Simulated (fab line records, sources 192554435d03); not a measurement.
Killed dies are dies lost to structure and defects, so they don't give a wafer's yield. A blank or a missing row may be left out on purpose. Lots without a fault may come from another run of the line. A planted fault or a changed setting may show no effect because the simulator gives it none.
Which tool did it? | flow n5_finfet | 10 lots, 29 wafers sampled, at 7 steps of a route of 1938

WHAT THE GAUGES READ, wafer by wafer
N5_BEOL_M4_INSPECT_59: inspects for defects (darkfield).
lot  | measured     | on                | raw_defect_count
L153 | day 8 17:16  | defect_inspect-01 | 103 63 89
L157 | day 9 06:23  | defect_inspect-02 | 104 113 62
L159 | day 10 00:47 | defect_inspect-02 | 443 84 391
L161 | day 10 08:37 | defect_inspect-01 | 101 520 72
L165 | day 11 15:47 | defect_inspect-01 | 79 91 89
L169 | day 12 03:31 | defect_inspect-02 | 92 74 70
L168 | day 12 13:42 | defect_inspect-01 | 190 73 91
L170 | day 13 04:55 | defect_inspect-01 | 68 62 45
L172 | day 13 17:20 | defect_inspect-01 | 75 57 170
L174 | day 13 23:31 | defect_inspect-01 | 49 75

N5_BEOL_M5_INSPECT_13: inspects for defects (brightfield).
lot  | measured     | on                | raw_defect_count
L153 | day 8 20:41  | defect_inspect-01 | 589 679 700
L157 | day 9 10:31  | defect_inspect-02 | 559 527 438
L159 | day 10 05:19 | defect_inspect-02 | 975 551 917
L161 | day 10 12:33 | defect_inspect-01 | 495 930 447
L165 | day 11 18:51 | defect_inspect-02 | 476 539 592
L169 | day 12 08:03 | defect_inspect-01 | 497 428 500
L168 | day 12 17:13 | defect_inspect-02 | 862 508 655
L170 | day 13 07:38 | defect_inspect-02 | 391 370 295
L172 | day 13 20:31 | defect_inspect-01 | 505 431 681
L174 | day 14 02:52 | defect_inspect-02 | 398 495

N5_BEOL_M5_INSPECT_30: inspects for defects (brightfield).
lot  | measured     | on                | raw_defect_count
L153 | day 8 22:46  | defect_inspect-02 | 622 790 781
L157 | day 9 12:52  | defect_inspect-02 | 567 534 426
L159 | day 10 06:35 | defect_inspect-02 | 996 533 935
L161 | day 10 13:33 | defect_inspect-01 | 466 972 419
L165 | day 11 21:29 | defect_inspect-02 | 490 527 590
L169 | day 12 09:11 | defect_inspect-01 | 499 433 530
L168 | day 12 18:56 | defect_inspect-01 | 802 476 622
L170 | day 13 08:41 | defect_inspect-01 | 371 320 266
L172 | day 13 22:34 | defect_inspect-02 | 543 464 759
L174 | day 14 04:52 | defect_inspect-02 | 397 486

WHICH TOOL RAN EACH LOT (tool, then ch and the chambers of the sampled wafers, then the start)
lot  | N5_BEOL_M4_ANNEAL_80         | N5_BEOL_M4_SPUTTER_81        | N5_BEOL_M4_CMP_52             | N5_BEOL_M4_CO_CAP_55
L153 | pvd_sputter-01, day 8 09:56  | pvd_sputter-01, day 8 10:04  | cmp-03 ch 0,2,3, day 8 16:26  | cvd_co-01 ch 0,1, day 8 17:03
L157 | pvd_sputter-03, day 9 03:51  | pvd_sputter-03, day 9 03:59  | cmp-03 ch 0,2,3, day 9 05:50  | cvd_co-01 ch 0,2, day 9 06:10
L159 | pvd_sputter-02, day 9 22:12  | pvd_sputter-02, day 9 22:20  | cmp-03 ch 0,1, day 10 00:12   | cvd_co-01 ch 0,1, day 10 00:35
L161 | pvd_sputter-02, day 10 06:05 | pvd_sputter-02, day 10 06:13 | cmp-03 ch 0,1,3, day 10 08:07 | cvd_co-02 ch 0,1,2, day 10 08:24
L165 | pvd_sputter-01, day 11 13:04 | pvd_sputter-01, day 11 13:12 | cmp-02 ch 0,1,3, day 11 15:17 | cvd_co-02 ch 0,1,2, day 11 15:35
L169 | pvd_sputter-01, day 12 00:59 | pvd_sputter-01, day 12 01:08 | cmp-02 ch 0,1,2, day 12 02:59 | cvd_co-01 ch 0,1,2, day 12 03:19
L168 | pvd_sputter-03, day 12 11:10 | pvd_sputter-03, day 12 11:18 | cmp-02 ch 0,2, day 12 13:09   | cvd_co-02 ch 0,1,2, day 12 13:29
L170 | pvd_sputter-01, day 13 02:16 | pvd_sputter-01, day 13 02:25 | cmp-02 ch 1,2, day 13 04:14   | cvd_co-02 ch 1,2, day 13 04:41
L172 | pvd_sputter-02, day 13 13:02 | pvd_sputter-02, day 13 13:11 | cmp-03 ch 0,1, day 13 16:29   | cvd_co-02 ch 1,2, day 13 17:05
L174 | pvd_sputter-03, day 13 21:03 | pvd_sputter-03, day 13 21:10 | cmp-03 ch 1,2, day 13 23:05   | cvd_co-01 ch 0,1, day 13 23:20
- N5_BEOL_M4_ANNEAL_80: time 240 s.
- N5_BEOL_M4_SPUTTER_81: material Cu, target thk 4.5 nm, time 8.29 s.
- N5_BEOL_M4_CMP_52: polishes, stops on SiOC, t overpolish 6.8 s, target thk 40 nm.
- N5_BEOL_M4_CO_CAP_55: material Co, precursor CCTBA/H2, target thk 2 nm, time 102.1 s.

WHAT THE TOOLS THEMSELVES READ (means of the sampled wafers that have a number; where no wafer has one, the mark that the record gives instead)
N5_BEOL_M4_ANNEAL_80.
lot  | tool           | heater_power_w (W)
L153 | pvd_sputter-01 | 825
L157 | pvd_sputter-03 | 821
L159 | pvd_sputter-02 | 964
L161 | pvd_sputter-02 | 861
L165 | pvd_sputter-01 | 840
L169 | pvd_sputter-01 | 784
L168 | pvd_sputter-03 | 801
L170 | pvd_sputter-01 | 783
L172 | pvd_sputter-02 | 863
L174 | pvd_sputter-03 | 830

N5_BEOL_M4_SPUTTER_81.
lot  | tool           | chamber_pressure_pa (Pa) | chuck_sensor_temp_C (C) | throttle_valve_pct (%)
L153 | pvd_sputter-01 | 0.06983                  | -15.9                   | 30.0
L157 | pvd_sputter-03 | 0.06993                  | -16.0                   | 29.8
L159 | pvd_sputter-02 | 0.06999                  | -15.9                   | 30.0
L161 | pvd_sputter-02 | 0.07004                  | -15.8                   | 30.2
L165 | pvd_sputter-01 | 0.06999                  | -16.2                   | 31.0
L169 | pvd_sputter-01 | 0.07005                  | -15.9                   | 29.5
L168 | pvd_sputter-03 | 0.07011                  | -16.0                   | 29.7
L170 | pvd_sputter-01 | 0.06990                  | -15.8                   | 29.6
L172 | pvd_sputter-02 | 0.07010                  | -15.8                   | 30.0
L174 | pvd_sputter-03 | 0.06984                  | -15.8                   | 30.2

N5_BEOL_M4_CMP_52.
lot  | tool   | barrier_field_endpoint_s (s) | motor_current_A (A) | overpolish_run_s (s) | slurry_flow_ml_min | time_to_endpoint_s (s)
L153 | cmp-03 | 24.7                         | 5.7                 | 6.789                | 150.1              | 63
L157 | cmp-03 | 24.7                         | 5.6                 | 6.801                | 150.1              | 64
L159 | cmp-03 | 24.5                         | 6.2                 | 6.805                | 150.1              | 64
L161 | cmp-03 | 24.0                         | 6.1                 | 6.806                | 150.6              | 61
L165 | cmp-02 | 24.5                         | 5.9                 | 6.806                | 149.7              | 61
L169 | cmp-02 | 24.7                         | 6.4                 | 6.807                | 149.9              | 61
L168 | cmp-02 | 23.8                         | 6.7                 | 6.800                | 149.7              | 61
L170 | cmp-02 | 24.7                         | 7.1                 | 6.802                | 150.2              | 61
L172 | cmp-03 | 24.2                         | 5.8                 | 6.804                | 150.4              | 58
L174 | cmp-03 | 24.7                         | 5.4                 | 6.794                | 150.9              | 60

N5_BEOL_M4_CO_CAP_55.
lot  | tool      | heater_power_w (W)
L153 | cvd_co-01 | 254
L157 | cvd_co-01 | 228
L159 | cvd_co-01 | 282
L161 | cvd_co-02 | 260
L165 | cvd_co-02 | 262
L169 | cvd_co-01 | 259
L168 | cvd_co-02 | 266
L170 | cvd_co-02 | 286
L172 | cvd_co-02 | 269
L174 | cvd_co-01 | 266

THE ANSWER, worked out from the rows above alone
Rule: what is usual is taken from the lots themselves. Put in order of their means at a reading, lots are off if they are a third of the lots or fewer, leave a main group of 4 or more, and stand apart from it by a gap of 3 or more times the standard deviation of the main group's means; of several such gaps the widest counts. A main group whose means are all the same, to the digits that the tables above print for the reading, isn't used. A lot without any number at a reading at which 4 lots or more have one is off too. The other lots that the step has rows for count as sound. The gauges are gone through in route order, then the tools' own readings, and for those a lot's mean is taken as printed above. The first step at which some lot is off is used, and at that step the reading that is off furthest; a lot without a number counts as furthest.
Off: L159, L161, at N5_BEOL_M4_INSPECT_59 (raw_defect_count). The main group: mean 85, standard deviation 18.
A tool fits if, at a process step before that reading, it ran every lot that is off, and no sound lot after the first of them. The gauges at N5_BEOL_M4_INSPECT_59 are tried like those tools. None of those tried fits.

WHAT THE SIMULATOR HAD PUT IN
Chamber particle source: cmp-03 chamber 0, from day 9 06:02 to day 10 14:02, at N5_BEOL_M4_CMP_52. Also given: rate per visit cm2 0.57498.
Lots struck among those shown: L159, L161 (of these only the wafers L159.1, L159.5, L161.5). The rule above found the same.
